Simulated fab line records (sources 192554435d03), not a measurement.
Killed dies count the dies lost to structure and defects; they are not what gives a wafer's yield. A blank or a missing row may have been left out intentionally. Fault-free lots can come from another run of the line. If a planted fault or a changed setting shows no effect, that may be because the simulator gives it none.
Split-lot experiment ; flow n5Finfet ; 21 wafers read from 7 lots, route of 1938 steps

SPLIT DETAILS
At N5_BEOL_M7_ETCH_41 (etches SiCN in CH3F/O2, target depth 31.9 nm, time 57.8 s), the setting sourceW was moved away from the recipe's 395 W on 6 of the 21 wafers read, by -9.5% to +16.5%. The other wafers ran this setting at the recipe's value.

The split's own step is where the reading is taken.

THE READING
rfVppV, in V, at N5_BEOL_M7_ETCH_41 (etches SiCN in CH3F/O2, target depth 31.9 nm, time 57.8 s). A value of 297.4 V with a standard deviation of 1.6 V is what fault-free wafers of this fab line usually give.

wafer;tool, chamber at the split;sourceW as run, W;against the recipe;rfVppV, V;against lot-mates on the recipe
L074.3;rieDiel-04, 2;460.2;+16.5%;281.0;-18.2
L074.4;rieDiel-04, 1;395;recipe;298.7;-
L074.6;rieDiel-04, 1;395;recipe;299.8;-
L078.1;rieDiel-04, 0;395;recipe;297.3;-
L078.2;rieDiel-04, 2;395;recipe;296.1;-
L078.4;rieDiel-04, 1;395;recipe;298.0;-
L083.4;rieDiel-04, 1;395;recipe;299.6;-
L083.5;rieDiel-04, 3;395;recipe;296.0;-
L083.6;rieDiel-04, 0;395;recipe;296.5;-
L089.2;rieDiel-04, 1;432;+9.4%;288.7;-9.5
L089.3;rieDiel-04, 2;432;+9.4%;288.2;-10.0
L089.4;rieDiel-04, 0;395;recipe;298.2;-
L087.2;rieDiel-05, 2;395;recipe;296.8;-
L087.3;rieDiel-05, 0;395;recipe;297.6;-
L087.6;rieDiel-05, 0;395;recipe;296.7;-
L091.2;rieDiel-02, 1;452.3;+14.5%;284.4;-10.8
L091.3;rieDiel-02, 0;395;recipe;293.8;-
L091.4;rieDiel-02, 3;395;recipe;296.5;-
L096.1;rieDiel-05, 3;395;recipe;298.5;-
L096.4;rieDiel-05, 0;357.6;-9.5%;306.0;+7.5
L096.6;rieDiel-05, 3;357.6;-9.5%;309.5;+11.0

FIT RESULTS
A straight line over all 21 wafers: rfVppV changes by -0.988 V for each +1% of sourceW; r = -0.97; the points scatter about the line by 1.5 V.
The same after taking each lot's own level away (the mean of its wafers on the recipe; 21 wafers): -0.973 V for each +1%; r = -0.98; scatter 1.4 V.
According to that fit, moving sourceW by its largest amount changes the reading by 16 V.
From 295.15 to 299.25 V: that is the span of the lots' own levels, equal to 2.6 times the standard deviation above.
Hence the lot-to-lot level has little effect on the slope; both slopes agree.
Check: -15 V against its lot-mates is what the line predicts for one of the wafers moved furthest among these (+16.5%) when that wafer is left out of the fit. Against them it came out at -18.2 V.
Tool readings at the split's step, against how far the setting was moved: rfVppV r = -0.97.

THE OTHER SPLITS THESE WAFERS WENT THROUGH
These wafers also went through other splits before the reading. Each is held against what the fit with the lots' levels taken away leaves over:
other split on the same wafers;wafers away from the commonest value;r with rfVppV (lot level and that fit taken away)
N5_BEOL_M5_ALD_86 coReactantPulseTimeS;5;+0.02
N5_BEOL_M6_ETCH_62 timeS;5;+0.28
N5_BEOL_M6_DEP_56 timeS;7;+0.02
N5_BEOL_M7_VIA_ETCH_34 biasW;11;-0.10

THE FILE'S OWN FIT
rfVppV changes by -0.966 V for each +1% of sourceW, r = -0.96.
